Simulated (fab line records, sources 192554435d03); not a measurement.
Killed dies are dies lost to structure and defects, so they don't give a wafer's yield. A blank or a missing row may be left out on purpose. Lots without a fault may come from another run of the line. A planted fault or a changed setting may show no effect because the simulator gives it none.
fab line records | flow n5_finfet
record lots=24 wafers=72 last_day=19
route steps=1938 shown BEOL_M2@859
lots that met no fault: from a run of the same line without faults
start_h: hours from the record's first day to the start of the lot's first wafer shown | wait_h: hours since the lot's step before | " the same as in the row above | L1.1+2: a row that stands for several wafers | - no value, or no start given | * or withheld: withheld | < > ~ a bound
route shown NAME@n: a module of which the file shows steps, and the number in the route of the first | usual: mean/standard deviation of fault-free wafers | same: alike in all rows | chamber/n: place in a boat | sites: the reading at each site | _std_site: their standard deviation | _edge_site: outer sites' mean less inner sites' | radius_mm: how far each site lies from the wafer's centre | mask NAME#n: copy n | behind: the tool/chamber that last shaped the wafer | hold: why the lot was held/for how many hours/how that ended | device: the transistor (n, p or np) that didn't switch | end of line: the same wafers' tests at the end of the route | a step without rows: its recipe alone | killed: dies lost to structure and defects at the first sort, not the wafer's yield | map: a wafer's dies, x killed, . not, _ none there
set.NAME: the setting as run; set.NAME@STEP: as run at that earlier step | model.NAME: the simulator's own value behind a step, which no gauge read
steps of the route over a sample of lots; a table a step, a row a wafer
services: from which hour (start_h, from the record's first day; less than 0 if before it) a tool's chamber was out of use, for how many hours, and why
## steps
# step N5_BEOL_M2_ETCH_63
# recipe chemistry=CF4 target=SiARC target_depth_a=156 mask_material=CAR-EUV time_s=26 ion_energy_ev=80 pressure_mtorr=40 source_w=545 bias_w=36 Ar_flow_sccm=100 cf4_flow_sccm=100 ends=cleared
# usual drypump_motor_current_A=5.7/0.39 etch_rf_on_time_s=25.7/0.58 oes_product_au=0.71/0.079 rf_vpp_V=183.9/1.5 showerhead_plenum_p_Torr=2.13/0.097 throttle_valve_pct=15.68/0.23
# columns lot.wafer tool chamber start_h wait_h drypump_motor_current_A etch_rf_on_time_s oes_product_au rf_hours_counter_h rf_vpp_V showerhead_plenum_p_Torr throttle_valve_pct
L074.1 rie_diel-05 2 127.47 0.0 5.8 24.7 0.67 139 182.3 1.98 15.84
L074.4 " 1 " " 5.5 25.6 0.77 32 185.0 2.19 15.73
L074.6 " 3 " " 4.9 26.0 0.78 - 185.9 2.27 15.42
L075.2 rie_diel-04 3 140.78 0.0 6.5 26.4 0.59 220 183.7 2.11 16.07
L075.3 " 2 " " 6.0 25.7 0.77 30 183.7 2.09 15.54
L075.5 " 0 " " 6.1 25.2 0.79 - 185.7 2.29 15.82
L076.1 rie_diel-05 1 146.35 0.0 5.5 25.4 0.77 37 183.9 2.19 15.74
L076.2 " 3 " " 4.9 26.2 0.76 33 186.6 2.26 15.43
L076.4 " 2 " " 5.8 24.6 0.67 146 182.2 1.98 15.84
L077.3 rie_diel-05 2 157.04 0.0 5.8 24.9 0.66 149 182.5 1.97 15.85
L077.5 " 1 " " 5.5 25.5 0.75 - 184.1 2.19 15.72
L077.6 " 0 " " 5.4 25.7 0.60 - 183.5 2.10 15.83
L079.4 rie_diel-04 2 164.64 0.0 6.0 25.6 0.76 40 182.3 2.09 15.53
L079.5 " 1 " " 6.0 25.0 0.84 - 185.8 2.11 15.31
L079.6 " 2 " " 6.0 25.4 0.77 - 183.7 2.09 15.55
L078.1 rie_diel-04 3 166.32 0.0 6.4 26.0 0.60 226 182.7 2.11 16.05
L078.5 " 0 " " 6.2 25.2 0.77 - 184.7 2.29 15.84
L078.6 " 1 " " 6.0 24.9 0.84 - 184.1 2.11 15.30
L080.1 rie_diel-03 0 168.12 0.0 5.7 26.3 0.63 159 181.7 1.98 15.80
L080.3 " 2 " " 5.6 26.7 0.62 172 183.4 2.14 15.60
L080.6 " 2 " " 5.6 26.8 0.62 - 184.7 2.14 15.62
L081.2 rie_diel-04 2 178.10 0.0 6.0 25.4 0.76 44 182.5 2.09 15.56
L081.4 " 3 " " 6.5 25.9 0.59 231 185.7 2.11 16.06
L081.5 " 1 " " 6.0 25.2 0.82 - 183.7 2.10 15.30
L082.1 rie_diel-03 3 188.97 0.0 5.5 27.2 0.57 246 183.4 2.21 15.89
L082.2 " 2 " " 5.6 26.3 0.61 177 183.3 2.14 15.63
L082.4 " 0 " " 5.7 26.1 0.63 - 182.8 1.97 15.82
L083.1 rie_diel-04 0 191.26 0.0 6.1 25.4 0.75 35 186.1 2.29 15.86
L083.3 " 2 " " 5.9 25.5 0.75 48 184.5 2.09 15.58
L083.5 " 2 " " 5.9 25.6 0.75 - 184.3 2.09 15.56
L085.2 rie_diel-03 0 198.21 0.0 5.7 25.9 0.63 172 180.1 1.97 15.84
L085.5 " 1 " " 5.8 25.5 0.85 - 184.3 2.19 15.20
L085.6 " 0 " " 5.7 26.1 0.63 - 181.8 1.97 15.86
L084.4 rie_diel-05 3 198.38 0.0 4.9 26.3 0.74 50 184.8 2.26 15.47
L084.5 " 3 " " 4.9 26.3 0.74 - 185.3 2.26 15.47
L084.6 " 0 " " 5.5 25.6 0.60 - 182.6 2.09 15.87
L086.2 rie_diel-04 2 206.75 0.0 5.9 25.6 0.74 54 183.2 2.08 15.58
L086.5 " 0 " " 6.1 25.3 0.74 - 187.4 2.28 15.89
L086.6 " 3 " " 6.4 26.3 0.58 - 183.0 2.11 16.10
L087.4 rie_diel-05 2 208.28 0.0 5.8 25.4 0.64 167 182.3 1.97 15.89
L087.5 " 1 " " 5.4 25.4 0.74 - 183.7 2.18 15.77
L087.6 " 0 " " 5.4 25.6 0.60 - 184.0 2.09 15.89
L088.1 rie_diel-05 2 217.40 0.0 5.8 25.4 0.63 170 181.5 1.97 15.91
L088.2 " 3 " " 4.9 26.5 0.73 57 185.4 2.25 15.46
L088.4 " 3 " " 4.9 26.3 0.74 - 185.6 2.26 15.49
L089.1 rie_diel-03 1 232.36 0.0 5.8 25.7 0.78 15 184.7 2.18 15.22
L089.5 " 0 " " 5.7 26.7 0.61 - 182.0 1.97 15.86
L089.6 " 3 " " 5.5 26.0 0.81 - 185.0 2.21 15.42
L091.2 rie_diel-05 3 233.92 0.0 4.9 26.6 0.72 65 185.9 2.25 15.50
L091.3 " 1 " " 5.4 26.0 0.72 69 183.4 2.18 15.79
L091.6 " 3 " " 4.9 26.8 0.72 - 185.2 2.25 15.47
L090.1 rie_diel-04 0 235.48 0.0 6.1 25.4 0.74 51 183.6 2.28 15.88
L090.4 " 0 " " 6.2 25.2 0.74 - 186.3 2.28 15.87
L090.6 " 2 " " 6.0 25.7 0.72 - 184.2 2.08 15.58
L092.1 rie_diel-04 0 237.00 0.0 6.2 25.2 0.73 52 185.8 2.28 15.88
L092.2 " 2 " " 5.9 25.3 0.74 65 183.5 2.08 15.59
L092.3 " 1 " " 6.0 25.1 0.77 27 183.4 2.10 15.36
L093.2 rie_diel-04 1 243.25 0.0 6.0 25.1 0.77 29 183.4 2.10 15.34
L093.3 " 0 " " 6.1 25.6 0.73 54 186.2 2.28 15.91
L093.4 " 0 " " 6.2 25.4 0.73 - 185.4 2.28 15.89
L094.2 rie_diel-03 2 256.68 0.0 5.6 26.6 0.60 202 183.6 2.13 15.68
L094.3 " 1 " " 5.8 25.5 0.78 23 183.8 2.18 15.24
L094.4 " 3 " " 5.5 25.5 0.80 11 184.3 2.21 15.44
L095.1 rie_diel-05 2 262.01 0.0 5.8 25.2 0.62 191 181.0 1.96 15.92
L095.4 " 3 " " 4.9 26.4 0.71 76 185.7 2.25 15.51
L095.5 " 1 " " 5.4 25.4 0.72 - 185.4 2.17 15.81
L096.1 rie_diel-05 2 267.41 0.0 5.8 25.2 0.62 192 181.6 1.96 15.93
L096.2 " 3 " " 4.9 26.5 0.70 78 185.6 2.25 15.53
L096.4 " 0 " " 5.4 25.2 0.82 8 185.0 2.09 15.35
L097.3 rie_diel-04 1 273.79 0.0 6.0 25.4 0.74 42 182.7 2.09 15.37
L097.4 " 0 " " 6.2 25.4 0.72 67 184.5 2.27 15.92
L097.5 " 1 " " 6.0 25.3 0.74 - 183.6 2.09 15.38
# step N5_BEOL_M2_CD_MEAS_18
# recipe pitch_nm=36 target_cd_nm=18
# usual cd_nm=17.93/0.3
# columns lot.wafer tool chamber start_h wait_h cd_nm
L074.1 cd_sem-01 - 127.95 0.1 18.16
L074.4 " - " " 18.13
L074.6 " - " " 18.08
L075.2 cd_sem-02 - 141.17 0.1 18.38
L075.3 " - " " 17.81
L075.5 " - " " 18.62
L076.1 cd_sem-02 - 146.82 0.0 17.89
L076.2 " - " " 17.71
L076.4 " - " " 17.79
L077.3 cd_sem-01 - 157.54 0.1 17.95
L077.5 " - " " 18.28
L077.6 " - " " 17.93
L079.4 cd_sem-01 - 165.03 0.1 17.99
L079.5 " - " " 18.30
L079.6 " - " " 17.71
L078.1 cd_sem-02 - 166.70 0.0 17.86
L078.5 " - " " 18.04
L078.6 " - " " 17.75
L080.1 cd_sem-02 - 168.56 0.0 17.49
L080.3 " - " " 17.58
L080.6 " - " " 17.34
L081.2 cd_sem-02 - 178.61 0.1 17.86
L081.4 " - " " 17.84
L081.5 " - " " 17.84
L082.1 cd_sem-01 - 189.35 0.0 18.10
L082.2 " - " " 17.27
L082.4 " - " " 17.21
L083.1 cd_sem-02 - 191.67 0.0 18.48
L083.3 " - " " 17.43
L083.5 " - " " 18.02
L085.2 cd_sem-01 - 198.63 0.1 17.88
L085.5 " - " " 18.04
L085.6 " - " " 17.75
L084.4 cd_sem-01 - 198.77 0.1 17.94
L084.5 " - " " 18.42
L084.6 " - " " 17.38
L086.2 cd_sem-02 - 207.14 0.1 18.31
L086.5 " - " " 18.01
L086.6 " - " " 17.75
L087.4 cd_sem-02 - 208.67 0.1 17.74
L087.5 " - " " 18.31
L087.6 " - " " 17.47
L088.1 cd_sem-03 - 217.85 0.0 17.81
L088.2 " - " " 17.69
L088.4 " - " " 18.08
L089.1 cd_sem-02 - 232.80 0.0 17.84
L089.5 " - " " 17.79
L089.6 " - " " 18.10
L091.2 cd_sem-02 - 234.31 0.1 18.09
L091.3 " - " " 17.59
L091.6 " - " " 17.98
L090.1 cd_sem-02 - 235.87 0.0 18.08
L090.4 " - " " 18.11
L090.6 " - " " 17.92
L092.1 cd_sem-02 - 237.39 0.0 18.05
L092.2 " - " " 18.07
L092.3 " - " " 18.19
L093.2 cd_sem-01 - 243.64 0.1 18.06
L093.3 " - " " 17.90
L093.4 " - " " 18.27
L094.2 cd_sem-03 - 257.09 0.1 17.84
L094.3 " - " " 18.53
L094.4 " - " " 18.28
L095.1 cd_sem-01 - 262.40 0.0 17.89
L095.4 " - " " 18.11
L095.5 " - " " 17.85
L096.1 cd_sem-02 - 267.79 0.0 17.68
L096.2 " - " " 17.72
L096.4 " - " " 17.95
L097.3 cd_sem-03 - 274.24 0.1 18.14
L097.4 " - " " 18.40
L097.5 " - " " 18.16
# step N5_BEOL_M2_DESCUM_33
# recipe chemistry=O2 time_s=7 source_power_w=50 bias_power_w=20 pressure_mtorr=20 rf_frequency_hz=2.712e+07 temp_c=40 resist=CAR-EUV o2_flow_sccm=225
# usual drypump_motor_current_A=5.7/0.34 oes_product_au=0.80/0.092 rf_vpp_V=243.0/1.6 showerhead_plenum_p_Torr=2.09/0.096 throttle_valve_pct=20.50/0.21
# columns lot.wafer tool chamber start_h wait_h drypump_motor_current_A oes_product_au rf_hours_counter_h rf_vpp_V showerhead_plenum_p_Torr throttle_valve_pct
L074.1 rie_diel-03 2 128.52 0.0 5.6 0.73 155 243.3 2.10 20.45
L074.4 " 1 " " 5.8 0.66 233 244.9 2.15 20.47
L074.6 " 1 " " 5.8 0.67 - 243.8 2.15 20.46
L075.2 rie_diel-03 2 141.74 0.0 5.6 0.73 161 242.0 2.10 20.47
L075.3 " 1 " " 5.8 0.67 239 243.3 2.15 20.48
L075.5 " 0 " " 5.7 0.76 - 240.8 1.92 20.52
L076.1 rie_diel-04 1 147.26 0.0 6.0 0.66 249 243.8 2.06 20.54
L076.2 " 3 " " 6.4 0.70 222 242.6 2.07 20.91
L076.4 " 2 " " 6.0 0.89 31 241.9 2.04 20.33
L077.3 rie_diel-03 0 158.14 0.1 5.7 0.75 155 239.8 1.91 20.54
L077.5 " 3 " " 5.5 0.68 - 243.7 2.17 20.63
L077.6 " 2 " " 5.6 0.72 - 242.2 2.10 20.46
L079.4 rie_diel-05 1 165.76 0.2 5.4 0.88 44 244.0 2.14 20.71
L079.5 " 0 " " 5.4 0.70 - 244.4 2.08 20.92
L079.6 " 3 " " 4.9 0.89 - 244.0 2.22 20.38
L078.1 rie_diel-05 3 167.27 0.0 4.9 0.89 40 244.4 2.22 20.38
L078.5 " 3 " " 4.9 0.88 - 245.9 2.22 20.39
L078.6 " 0 " " 5.4 0.70 - 243.4 2.08 20.91
L080.1 rie_diel-05 3 169.00 0.0 4.9 0.88 40 245.0 2.22 20.40
L080.3 " 1 " " 5.5 0.88 44 244.2 2.14 20.72
L080.6 " 1 " " 5.5 0.88 - 244.2 2.14 20.71
L081.2 rie_diel-05 1 179.17 0.0 5.4 0.87 48 243.4 2.14 20.73
L081.4 " 0 " " 5.4 0.70 239 242.4 2.08 20.92
L081.5 " 0 " " 5.4 0.70 - 240.8 2.08 20.92
L082.1 rie_diel-05 2 189.92 0.0 5.8 0.74 159 240.6 1.91 20.68
L082.2 " 0 " " 5.5 0.69 242 242.8 2.08 20.93
L082.4 " 3 " " 4.9 0.87 46 245.3 2.22 20.40
L083.1 rie_diel-03 2 192.23 0.0 5.6 0.72 179 243.2 2.09 20.49
L083.3 " 3 " " 5.5 0.66 247 244.4 2.16 20.65
L083.5 " 0 " " 5.7 0.73 - 241.0 1.91 20.56
L085.2 rie_diel-03 1 199.46 0.3 5.8 1.00 1 242.1 2.15 20.10
L085.5 " 1 " " 5.8 1.01 - 243.5 2.15 20.09
L085.6 " 2 " " 5.6 0.72 - 243.3 2.09 20.49
L084.4 rie_diel-04 2 199.48 0.3 6.0 0.85 51 243.2 2.03 20.35
L084.5 " 0 " " 6.2 0.87 - 245.1 2.20 20.58
L084.6 " 1 " " 6.0 0.92 - 241.7 2.06 20.24
L086.2 rie_diel-03 2 207.71 0.0 5.6 0.71 184 244.3 2.09 20.49
L086.5 " 0 " " 5.7 0.74 - 241.5 1.91 20.57
L086.6 " 1 " " 5.8 0.97 - 242.9 2.14 20.09
L087.4 rie_diel-05 0 209.15 0.1 5.5 0.69 249 242.5 2.08 20.91
L087.5 " 3 " " 4.9 0.87 - 245.0 2.22 20.42
L087.6 " 2 " " 5.8 0.74 - 239.8 1.91 20.69
L088.1 rie_diel-04 0 218.42 0.0 6.2 0.87 46 243.9 2.20 20.61
L088.2 " 2 " " 5.9 0.86 57 242.3 2.03 20.35
L088.4 " 3 " " 6.5 0.69 244 242.2 2.06 20.98
L089.1 rie_diel-04 1 233.37 0.0 6.0 0.89 26 242.0 2.05 20.26
L089.5 " 1 " " 6.0 0.88 - 241.3 2.05 20.26
L089.6 " 2 " " 5.9 0.85 - 242.6 2.03 20.35
L091.2 rie_diel-04 0 234.87 0.0 6.1 0.85 51 245.1 2.20 20.60
L091.3 " 2 " " 6.0 0.85 64 242.6 2.03 20.38
L091.6 " 2 " " 5.9 0.83 - 243.2 2.02 20.37
L090.1 rie_diel-04 1 236.74 0.3 6.0 0.89 27 240.6 2.05 20.26
L090.4 " 2 " " 6.0 0.85 - 242.0 2.02 20.38
L090.6 " 1 " " 6.0 0.89 - 241.3 2.05 20.27
L092.1 rie_diel-04 2 237.95 0.0 6.0 0.85 65 241.9 2.03 20.37
L092.2 " 1 " " 6.0 0.89 27 242.6 2.05 20.25
L092.3 " 0 " " 6.2 0.85 52 244.6 2.20 20.60
L093.2 rie_diel-04 0 244.08 0.0 6.2 0.85 54 245.5 2.20 20.62
L093.3 " 1 " " 6.0 0.88 30 242.9 2.05 20.26
L093.4 " 2 " " 6.0 0.85 - 241.2 2.02 20.38
L094.2 rie_diel-03 0 257.78 0.0 5.7 0.72 195 239.9 1.90 20.60
L094.3 " 3 " " 5.5 0.93 11 242.5 2.16 20.32
L094.4 " 2 " " 5.6 0.70 203 242.6 2.09 20.52
L095.1 rie_diel-03 0 262.84 0.0 5.8 0.72 196 240.3 1.90 20.60
L095.4 " 2 " " 5.6 0.69 204 241.6 2.09 20.53
L095.5 " 2 " " 5.6 0.70 - 243.1 2.09 20.52
L096.1 rie_diel-03 2 268.35 0.0 5.5 0.69 207 243.0 2.08 20.53
L096.2 " 3 " " 5.5 0.92 15 243.5 2.16 20.32
L096.4 " 1 " " 5.8 0.90 27 241.9 2.14 20.14
L097.3 rie_diel-03 3 274.80 0.0 5.5 0.92 17 244.5 2.16 20.33
L097.4 " 2 " " 5.6 0.70 209 241.7 2.08 20.53
L097.5 " 2 " " 5.6 0.69 - 241.5 2.08 20.52
# step N5_BEOL_M2_ETCH_41
# recipe chemistry=CH3F/O2 target=SiCN target_depth_a=299 taper_deg=2 time_s=52.5 ion_energy_ev=120 mask_material=TiN pressure_mtorr=30 source_w=395 bias_w=75 Ar_flow_sccm=150 CH3F_flow_sccm=30 O2_flow_sccm=20
# usual O2_flow_sccm=20.01/0.066 drypump_motor_current_A=5.8/0.34 oes_product_au=0.81/0.099 rf_vpp_V=297.1/1.9 showerhead_plenum_p_Torr=1.99/0.091 throttle_valve_pct=16.37/0.24
# columns lot.wafer tool chamber start_h wait_h O2_flow_sccm drypump_motor_current_A oes_product_au rf_hours_counter_h rf_vpp_V showerhead_plenum_p_Torr throttle_valve_pct
L074.1 rie_diel-03 3 - - 20.05 5.5 0.69 220 298.6 2.07 16.51
L074.4 " 2 " " 20.05 5.6 0.74 156 297.0 2.02 16.39
L074.6 " 3 " " 20.03 5.5 0.68 - 299.1 2.07 16.50
L075.2 rie_diel-03 0 - - 20.01 5.7 0.75 150 293.8 1.83 16.43
L075.3 " 2 " " 19.95 5.6 0.73 163 295.2 2.02 16.42
L075.5 " 2 " " 20.07 5.6 0.73 - 298.2 2.02 16.40
L076.1 rie_diel-04 1 - - 20.13 6.0 0.96 4 297.6 1.96 15.99
L076.2 " 2 " " 19.91 6.0 0.89 42 298.0 1.96 16.30
L076.4 " 3 " " 19.99 6.4 0.69 228 296.1 1.97 16.77
L077.3 rie_diel-04 3 - - 19.92 6.5 0.69 229 296.9 1.97 16.79
L077.5 " 2 " " 19.97 6.0 0.89 - 297.8 1.95 16.30
L077.6 " 1 " " 20.10 6.0 0.96 - 295.4 1.96 15.98
L079.4 rie_diel-04 2 - - 20.11 6.0 0.88 47 295.9 1.95 16.31
L079.5 " 3 " " 20.09 6.5 0.70 - 295.5 1.97 16.78
L079.6 " 2 " " 20.07 5.9 0.89 - 297.6 1.95 16.33
L078.1 rie_diel-05 0 - - 19.99 5.4 0.70 242 296.0 1.96 16.61
L078.5 " 3 " " 20.07 4.9 0.87 - 299.8 2.12 16.22
L078.6 " 0 " " 19.99 5.4 0.69 - 298.4 1.96 16.61
L080.1 rie_diel-04 2 - - 20.04 6.0 0.87 49 295.0 1.95 16.32
L080.3 " 3 " " 19.99 6.4 0.69 236 296.5 1.97 16.80
L080.6 " 0 " " 19.97 6.2 0.88 - 299.4 2.14 16.55
L081.2 rie_diel-03 3 - - 19.98 5.5 0.67 248 299.1 2.06 16.53
L081.4 " 3 " " 20.00 5.5 0.67 - 298.1 2.06 16.54
L081.5 " 0 " " 20.18 5.7 0.73 - 293.5 1.83 16.48
L082.1 rie_diel-04 0 - - 20.01 6.1 0.88 38 299.6 2.13 16.57
L082.2 " 2 " " 19.97 6.0 0.87 50 296.7 1.95 16.33
L082.4 " 1 " " 19.99 6.0 0.93 13 296.8 1.96 16.02
L083.1 rie_diel-05 2 - - 20.01 5.8 0.75 165 293.4 1.84 16.65
L083.3 " 0 " " 20.01 5.4 0.69 247 295.9 1.96 16.63
L083.5 " 0 " " 20.01 5.4 0.70 - 296.7 1.96 16.63
L085.2 rie_diel-04 2 - - 20.08 6.0 0.87 53 296.7 1.95 16.35
L085.5 " 1 " " 20.08 6.0 0.91 - 296.7 1.95 16.00
L085.6 " 0 " " 19.90 6.1 0.87 - 299.0 2.13 16.56
L084.4 rie_diel-04 1 - - 20.04 6.0 0.91 18 296.0 1.95 16.01
L084.5 " 0 " " 20.00 6.1 0.88 - 299.5 2.13 16.57
L084.6 " 3 " " 20.02 6.4 0.69 - 297.4 1.96 16.81
L087.4 rie_diel-03 0 - - 20.08 5.8 0.74 - 295.5 1.82 16.51
L087.5 " 2 " " 19.98 5.6 0.71 - 298.9 2.01 16.46
L087.6 " 1 " " 19.99 5.8 0.95 - 297.4 2.05 15.95
L086.2 rie_diel-03 2 - - 19.96 5.6 0.70 188 296.1 2.01 16.46
L086.5 " 0 " " 20.04 5.7 0.72 - 294.7 1.82 16.50
L086.6 " 2 " " 19.99 5.6 0.71 - 298.2 2.01 16.46
L088.1 rie_diel-04 1 - - 19.97 6.0 0.90 26 295.7 1.95 16.01
L088.2 " 0 " " 20.06 6.2 0.85 51 300.2 2.13 16.59
L088.4 " 1 " " 19.98 6.0 0.89 - 296.0 1.95 16.03
L089.1 rie_diel-03 1 - - 19.94 5.8 0.92 17 298.6 2.04 15.94
L089.5 " 1 " " 19.88 5.8 0.92 - 297.7 2.04 15.97
L089.6 " 2 " " 20.04 5.6 0.71 - 296.8 2.01 16.49
L091.2 rie_diel-03 0 - - 20.03 5.7 0.71 193 294.4 1.82 16.54
L091.3 " 2 " " 19.96 5.6 0.69 200 297.6 2.01 16.49
L091.6 " 3 " " 19.98 5.6 0.92 - 299.1 2.05 16.09
L092.1 rie_diel-03 2 - - 20.04 5.6 0.70 204 296.3 2.01 16.48
L092.2 " 3 " " 20.08 5.5 0.93 12 299.6 2.05 16.11
L092.3 " 1 " " 19.94 5.8 0.90 25 299.4 2.04 15.98
L090.1 rie_diel-05 0 - - 20.02 5.4 0.96 8 297.9 1.95 16.12
L090.4 " 1 " " 19.98 5.5 0.84 81 296.7 2.02 16.49
L090.6 " 3 " " 20.05 4.9 0.83 - 299.9 2.11 16.28
L094.2 rie_diel-03 3 - - 19.94 5.5 0.92 15 297.6 2.05 16.12
L094.3 " 2 " " 19.97 5.6 0.69 206 296.3 2.00 16.48
L094.4 " 1 " " 20.13 5.8 0.90 27 299.2 2.04 15.99
L093.2 rie_diel-05 2 - - 20.06 5.8 0.72 192 293.8 1.83 16.69
L093.3 " 3 " " 20.06 4.9 0.84 78 298.9 2.11 16.27
L093.4 " 1 " " 19.98 5.5 0.84 81 298.2 2.02 16.51
L095.1 rie_diel-03 1 - - 20.01 5.8 0.90 29 297.2 2.04 16.00
L095.4 " 2 " " 20.03 5.6 0.70 208 296.6 2.00 16.50
L095.5 " 2 " " 19.83 5.6 0.69 - 296.7 2.00 16.51
L096.1 rie_diel-03 0 - - 19.95 5.7 0.72 201 294.0 1.82 16.54
L096.2 " 1 " " 19.91 5.8 0.88 30 298.6 2.04 16.00
L096.4 " 2 " " 19.94 5.6 0.69 210 296.8 2.00 16.49
L097.3 rie_diel-04 3 - - 19.97 6.4 0.97 8 296.2 1.96 16.32
L097.4 " 0 " " 20.08 6.2 0.82 70 298.9 2.12 16.61
L097.5 " 3 " " 20.01 6.5 0.96 - 297.2 1.96 16.30
# step N5_BEOL_M2_ANNEAL_89
# recipe temp_c=400 time_s=240 ambient=vacuum
# usual heater_power_w=819/83
# columns lot.wafer tool chamber start_h wait_h heater_power_w
L074.1 pvd_sputter-01 - 133.77 0.0 875
L074.4 " - " " 727
L074.6 " - " " 868
L075.2 pvd_sputter-02 - 147.58 0.0 840
L075.3 " - " " 804
L075.5 " - " " 821
L076.1 pvd_sputter-01 - 172.98 0.0 726
L076.2 " - " " 785
L076.4 " - " " 932
L077.3 pvd_sputter-03 - 176.39 0.0 860
L077.5 " - " " 863
L077.6 " - " " 741
L079.4 pvd_sputter-01 - 189.45 0.0 985
L079.5 " - " " 731
L079.6 " - " " 962
L078.1 pvd_sputter-02 - 192.97 0.0 823
L078.5 " - " " 867
L078.6 " - " " 813
L080.1 pvd_sputter-02 - 196.00 0.0 858
L080.3 " - " " 861
L080.6 " - " " 724
L081.2 pvd_sputter-03 - 196.01 0.0 853
L081.4 " - " " 868
L081.5 " - " " 664
L082.1 pvd_sputter-03 - 199.97 0.0 737
L082.2 " - " " 864
L082.4 " - " " 663
L083.1 pvd_sputter-02 - 207.46 0.0 715
L083.3 " - " " 842
L083.5 " - " " 845
L085.2 pvd_sputter-02 - 209.30 0.0 855
L085.5 " - " " 720
L085.6 " - " " 825
L084.4 pvd_sputter-02 - 211.86 0.0 866
L084.5 " - " " 849
L084.6 " - " " 807
L087.4 pvd_sputter-01 - 215.33 0.0 725
L087.5 " - " " 749
L087.6 " - " " 959
L086.2 pvd_sputter-01 - 217.99 0.0 731
L086.5 " - " " 946
L086.6 " - " " 881
L088.1 pvd_sputter-01 - 238.12 0.0 865
L088.2 " - " " 945
L088.4 " - " " 720
L089.1 pvd_sputter-03 - 243.44 0.0 831
L089.5 " - " " 900
L089.6 " - " " 720
L091.2 pvd_sputter-03 - 252.26 0.0 673
L091.3 " - " " 829
L091.6 " - " " 843
L092.1 pvd_sputter-01 - 266.05 0.0 864
L092.2 " - " " 780
L092.3 " - " " 970
L090.1 pvd_sputter-01 - 268.78 0.0 713
L090.4 " - " " 797
L090.6 " - " " 962
L094.2 pvd_sputter-03 - 269.77 0.0 758
L094.3 " - " " 838
L094.4 " - " " 894
L093.2 pvd_sputter-01 - 270.62 0.0 800
L093.3 " - " " 872
L093.4 " - " " 727
L095.1 pvd_sputter-03 - 276.83 0.0 688
L095.4 " - " " 895
L095.5 " - " " 869
L096.1 pvd_sputter-02 - 280.86 0.0 809
L096.2 " - " " 722
L096.4 " - " " 871
L097.3 pvd_sputter-03 - 286.99 0.0 890
L097.4 " - " " 835
L097.5 " - " " 893
# step N5_BEOL_M2_ANNEAL_95
# recipe temp_c=400 time_s=240 ambient=vacuum
# usual heater_power_w=817/84
# columns lot.wafer tool chamber start_h wait_h heater_power_w
L074.1 pvd_sputter-01 - 134.43 0.0 897
L074.4 " - " " 736
L074.6 " - " " 879
L075.2 pvd_sputter-02 - 148.24 0.0 849
L075.3 " - " " 819
L075.5 " - " " 804
L076.1 pvd_sputter-01 - 173.64 0.0 733
L076.2 " - " " 793
L076.4 " - " " 955
L077.3 pvd_sputter-03 - 177.05 0.0 842
L077.5 " - " " 831
L077.6 " - " " 726
L079.4 pvd_sputter-01 - 190.11 0.0 967
L079.5 " - " " 732
L079.6 " - " " 943
L078.1 pvd_sputter-02 - 193.63 0.0 831
L078.5 " - " " 880
L078.6 " - " " 836
L080.1 pvd_sputter-02 - 196.66 0.0 842
L080.3 " - " " 867
L080.6 " - " " 726
L081.2 pvd_sputter-03 - 196.67 0.0 831
L081.4 " - " " 877
L081.5 " - " " 697
L082.1 pvd_sputter-03 - 200.63 0.0 747
L082.2 " - " " 893
L082.4 " - " " 682
L083.1 pvd_sputter-02 - 208.12 0.0 711
L083.3 " - " " 864
L083.5 " - " " 818
L085.2 pvd_sputter-02 - 209.96 0.0 864
L085.5 " - " " 736
L085.6 " - " " 801
L084.4 pvd_sputter-02 - 212.52 0.0 829
L084.5 " - " " 863
L084.6 " - " " 818
L087.4 pvd_sputter-01 - 215.99 0.0 718
L087.5 " - " " 731
L087.6 " - " " 984
L086.2 pvd_sputter-01 - 218.65 0.0 722
L086.5 " - " " 975
L086.6 " - " " 878
L088.1 pvd_sputter-01 - 238.78 0.0 879
L088.2 " - " " 963
L088.4 " - " " 750
L089.1 pvd_sputter-03 - 244.10 0.0 829
L089.5 " - " " 872
L089.6 " - " " 744
L091.2 pvd_sputter-03 - 252.92 0.0 681
L091.3 " - " " 834
L091.6 " - " " 853
L092.1 pvd_sputter-01 - 266.71 0.0 880
L092.2 " - " " 792
L092.3 " - " " 959
L090.1 pvd_sputter-01 - 269.44 0.0 708
L090.4 " - " " 784
L090.6 " - " " 955
L094.2 pvd_sputter-03 - 270.43 0.0 733
L094.3 " - " " 838
L094.4 " - " " 860
L093.2 pvd_sputter-01 - 271.28 0.0 795
L093.3 " - " " 849
L093.4 " - " " 715
L095.1 pvd_sputter-03 - 277.49 0.0 680
L095.4 " - " " 883
L095.5 " - " " 866
L096.1 pvd_sputter-02 - 281.52 0.0 815
L096.2 " - " " 709
L096.4 " - " " 880
L097.3 pvd_sputter-03 - 287.65 0.0 876
L097.4 " - " " 858
L097.5 " - " " 895
## services
# columns tool chamber start_h hours kind
rie_diel-04 2 111.08 2.3 repair
rie_diel-04 0 114.22 9.2 repair
pvd_sputter-01 - 118.60 4.4 repair
rie_diel-05 1 122.72 2.8 repair
rie_diel-04 0 124.38 7.7 repair
rie_diel-03 0 133.02 5.2 repair
pvd_sputter-03 - 148.55 9.3 repair
rie_diel-04 1 150.11 - clean
rie_diel-04 1 150.11 - consumable_replace:focus_ring
rie_diel-04 1 150.11 11.2 scheduled_down
rie_diel-04 1 150.11 11.2 vent_cycle
rie_diel-04 3 151.07 9.0 repair
rie_diel-03 1 170.66 - clean
rie_diel-03 1 170.66 - consumable_replace:focus_ring
rie_diel-03 1 170.66 24.9 scheduled_down
rie_diel-03 1 170.66 24.9 vent_cycle
rie_diel-03 2 172.34 8.9 repair
rie_diel-03 3 201.91 - clean
rie_diel-03 3 201.91 - consumable_replace:focus_ring
rie_diel-04 3 232.80 - clean
rie_diel-04 3 232.80 - consumable_replace:focus_ring
rie_diel-04 3 232.80 26.5 scheduled_down
rie_diel-04 3 232.80 26.5 vent_cycle
rie_diel-05 0 275.61 2.2 repair
## key
fault none
